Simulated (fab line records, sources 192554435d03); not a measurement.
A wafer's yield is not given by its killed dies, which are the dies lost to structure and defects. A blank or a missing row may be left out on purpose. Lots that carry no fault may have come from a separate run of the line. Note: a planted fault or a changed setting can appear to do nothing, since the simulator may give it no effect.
Chamber matching -- flow n5 finfet -- 3 sister chambers for N5_BEOL_M9_PECVD_70 on pecvd-02
The step deposits SiO2 from TEOS/O2, target thk 20 nm, time 22.7 s. 3 wafers are shown with their chamber, then 6 later ones without.

WAFERS, EACH WITH ITS CHAMBER
wafer,chamber,showerhead plenum p Torr (Torr)
L481.1,0,8.72
L483.6,2,8.79
L499.6,1,8.85

WAFERS WITHOUT THEIR CHAMBER
wafer,showerhead plenum p Torr (Torr)
L497.1,8.76
L497.5,8.84
L497.6,8.71
L498.3,8.86
L498.4,8.88
L498.5,8.69

CHAMBER TAKEN BY EACH
wafer,from the rows above,in truth
L497.1,can't be placed: 2 or 0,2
L497.5,can't be placed: 1 or 2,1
L497.6,0,0
L498.3,1,1
L498.4,1,1
L498.5,0,0
Correct placement for 4 of the 6. Unplaceable from these rows: 2, with the true chamber sitting among the candidates in 2. Number placed wrongly: 0.
How it was worked out, from the rows above alone: a wafer's distance from a chamber is the root of the sum, over the readings, of the square of ((its reading less the chamber's mean) divided by the reading's scatter). The wafer belongs to the nearest chamber; if the next one is less than 2 further off, it can't be placed. Each chamber's mean is taken over the wafers shown for it. The scatter (one wafer shown for each chamber): square how far every hidden wafer sits from the nearest shown wafer, average those squares and take the square root.
